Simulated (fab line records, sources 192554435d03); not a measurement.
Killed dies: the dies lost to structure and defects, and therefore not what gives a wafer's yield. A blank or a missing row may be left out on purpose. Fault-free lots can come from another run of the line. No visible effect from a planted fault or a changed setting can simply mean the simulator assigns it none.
Split-lot trial    flow n5_finfet    39 wafers read from 7 lots, route of 1938 steps

== SPLIT DETAILS ==
At N5_DUMMY_GATE_HM_DEP_06 (deposits SiNx from DCS/NH3, target thk 80 nm, time 5141 s), the setting time_s was moved away from the recipe's 5141 s on 24 of the 39 wafers read, by -14.9% to +15.3%. This setting was run at the recipe's value on the other wafers.

The split's own step is where the reading is taken.

== THE READING ==
SiNx_of_DUMMY_GATE_HM_DEP_06.thk_nm (the simulator's own value, which no gauge read), in nm, at N5_DUMMY_GATE_HM_DEP_06 (deposits SiNx from DCS/NH3, target thk 80 nm, time 5141 s). There is no usual value for it anywhere in the file. Across the 15 wafers here that went through the recipe, the average is 80.4 nm and the standard deviation 0.37 nm.

wafer   tool, chamber at the split  time_s as run, s  against the recipe  SiNx_of_DUMMY_GATE_HM_DEP_06.thk_nm, nm  against lot-mates on the recipe
L077.3  lpcvd-01, 0/50              5141              recipe              81                                       -
L077.4  lpcvd-01, 0/54,0/59         5141              recipe              80.8                                     -
L077.5  lpcvd-01, 0/54,0/59         5141              recipe              80.8                                     -
L082.1  -, -                        5788              +12.6%              90                                       no lot-mate on the recipe
L082.2  -, -                        5788              +12.6%              89.8                                     no lot-mate on the recipe
L082.3  -, -                        5788              +12.6%              90.2                                     no lot-mate on the recipe
L082.6  -, -                        5788              +12.6%              90.2                                     no lot-mate on the recipe
L082.4  -, -                        5788              +12.6%              90.4                                     no lot-mate on the recipe
L082.5  -, -                        5788              +12.6%              89.6                                     no lot-mate on the recipe
L083.1  -, -                        4698              -8.6%               72.6                                     no lot-mate on the recipe
L083.2  -, -                        4698              -8.6%               73.2                                     no lot-mate on the recipe
L083.3  -, -                        4698              -8.6%               73.4                                     no lot-mate on the recipe
L083.4  -, -                        4698              -8.6%               73.6                                     no lot-mate on the recipe
L083.5  -, -                        4698              -8.6%               73.6                                     no lot-mate on the recipe
L083.6  -, -                        4698              -8.6%               73.8                                     no lot-mate on the recipe
L085.1  -, -                        5141              recipe              80.4                                     -
L085.5  -, -                        5141              recipe              80.4                                     -
L085.2  -, -                        5141              recipe              79.8                                     -
L085.6  -, -                        5141              recipe              79.8                                     -
L085.3  -, -                        5141              recipe              80                                       -
L085.4  -, -                        5141              recipe              80.2                                     -
L086.1  -, -                        4376              -14.9%              68.2                                     no lot-mate on the recipe
L086.2  -, -                        4376              -14.9%              68.4                                     no lot-mate on the recipe
L086.3  -, -                        4376              -14.9%              68.4                                     no lot-mate on the recipe
L086.4  -, -                        4376              -14.9%              67.8                                     no lot-mate on the recipe
L086.6  -, -                        4376              -14.9%              67.8                                     no lot-mate on the recipe
L086.5  -, -                        4376              -14.9%              68.6                                     no lot-mate on the recipe
L094.1  -, -                        5930              +15.3%              92.2                                     no lot-mate on the recipe
L094.6  -, -                        5930              +15.3%              92.2                                     no lot-mate on the recipe
L094.2  -, -                        5930              +15.3%              92.4                                     no lot-mate on the recipe
L094.5  -, -                        5930              +15.3%              92.4                                     no lot-mate on the recipe
L094.3  -, -                        5930              +15.3%              92                                       no lot-mate on the recipe
L094.4  -, -                        5930              +15.3%              91.2                                     no lot-mate on the recipe
L095.1  -, -                        5141              recipe              80.6                                     -
L095.4  -, -                        5141              recipe              80.6                                     -
L095.2  -, -                        5141              recipe              80                                       -
L095.3  -, -                        5141              recipe              80.2                                     -
L095.5  -, -                        5141              recipe              80.4                                     -
L095.6  -, -                        5141              recipe              80.8                                     -
Rows listing several chambers each stand for several wafers; the file does not say which wafer went through which chamber.

THE FIT
A straight line over all 39 wafers: SiNx_of_DUMMY_GATE_HM_DEP_06.thk_nm changes by +0.788 nm for each +1% of time_s; r = +1.00; the points scatter about the line by 0.41 nm.
Too few moved wafers have a lot-mate on the recipe to fit a line with each lot's own level taken away.

== THE FILE'S OWN FIT ==
SiNx_of_DUMMY_GATE_HM_DEP_06.thk_nm changes by +0.788 nm for each +1% of time_s, r = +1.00.
